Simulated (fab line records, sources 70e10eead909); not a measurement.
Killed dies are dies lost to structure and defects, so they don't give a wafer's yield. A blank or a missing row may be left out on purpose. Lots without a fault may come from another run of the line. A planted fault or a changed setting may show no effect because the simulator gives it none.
A struck lot beside a sound one | flow nand_harc | 14 steps out of a route of 1302
Sound: wafers L766.1, L766.2, L766.6. Struck: wafers L760.2, L760.4, L760.5. The cause comes at the end.
At each step with rows: each side's tool, then ch and its chambers, then its first start. Under that, the readings that differ: sound wafers | struck wafers | difference of the means | sigmas: that difference in standard deviations of wafers without a fault.
alike: readings whose means differ by less than 2 such deviations, and words and numbers that are the same on both sides. not compared: withheld readings, readings that some wafer has no value for, bounds like >300 that may hide the same value, and numbers for which the record gives no deviation and whose values overlap.
The two part at a step that has a row with sigmas, a row that says differs or no value, or rows on one side only. Numbers that don't overlap but have no deviation are shown without sigmas and don't part them. A reading that every wafer of one side lacks parts them only if that side has two wafers or more.

first, 8 steps without rows for these wafers: NHARC_THIN_TSV_DEHYDRATE_25 (time 120 s); NHARC_THIN_TSV_HMDS_26 (time 30 s); NHARC_THIN_TSV_COAT_27; NHARC_THIN_TSV_SOFTBAKE_28 (time 95 s); NHARC_THIN_TSV_EBR_29; NHARC_THIN_TSV_EXPOSE_30 (exposes mask PAD); NHARC_THIN_TSV_PEB_31 (peb time 85 s); NHARC_THIN_TSV_DEVELOP_32 (time 70 s).
NHARC_THIN_TSV_CD_MEAS_33: target cd 5000 nm.
  sound on cd_sem-03 ch 0, day 30 05:06; struck on cd_sem-02 ch 0, day 29 04:12
  alike: cd_nm
then, 1 step without rows for these wafers: NHARC_THIN_TSV_HARDBAKE_34 (time 80 s).
NHARC_THIN_TSV_DESCUM_35: chemistry O2, time 3 s.
  sound on rie_diel-12 ch 0,2,3, day 30 05:16; struck on rie_diel-12 ch 1,3, day 29 04:23
  alike: chamber_pressure_mTorr, drypump_motor_current_A, mfc_ar_sccm, oes_product_au, rf_vpp_V, showerhead_plenum_p_Torr, throttle_valve_pct
  not compared: rf_hours_counter_h
NHARC_THIN_TSV_ETCH_59: etches the open film in Cl2/BCl3, target depth 880 nm, time 138.1 s.
  sound on rie_metal-01 ch 0,1, day 30 05:23; struck on rie_metal-02 ch 0,1, day 29 04:33
  alike: chamber_pressure_mTorr, drypump_motor_current_A, oes_product_au, throttle_valve_pct
  not compared: rf_hours_counter_h
NHARC_THIN_TSV_ETCH_36: etches the open film in Cl2/BCl3, target depth 65 nm, time 18.571 s.
  sound on rie_metal-01 ch 0,1, day 30 05:39; struck on rie_metal-02 ch 0,1, day 29 04:47
  reading               | sound             | struck            | difference | sigmas
  oes_product_au (a.u.) | 0.993 1.003 1.020 | 0.871 0.866 0.869 | -0.137     | -12
  alike: chamber_pressure_mTorr, drypump_motor_current_A
  not compared: rf_hours_counter_h
NHARC_THIN_TSV_STRIP_56: strips in O2.
  sound on plasma_asher-02 ch 0,1, day 30 05:45; struck on plasma_asher-01 ch 0,1, day 29 04:52
  alike: drypump_motor_current_A, heater_power_w
  not compared: rf_hours_counter_h

WHERE THEY PART
Only at NHARC_THIN_TSV_ETCH_36, within this record. Later steps at which nothing parts them and some readings are alike: NHARC_THIN_TSV_STRIP_56.

WHY: what the simulator had put in
Process parameter drift: rie_metal-02, from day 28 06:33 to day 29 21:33, at NHARC_THIN_TSV_ETCH_36. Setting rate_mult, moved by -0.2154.
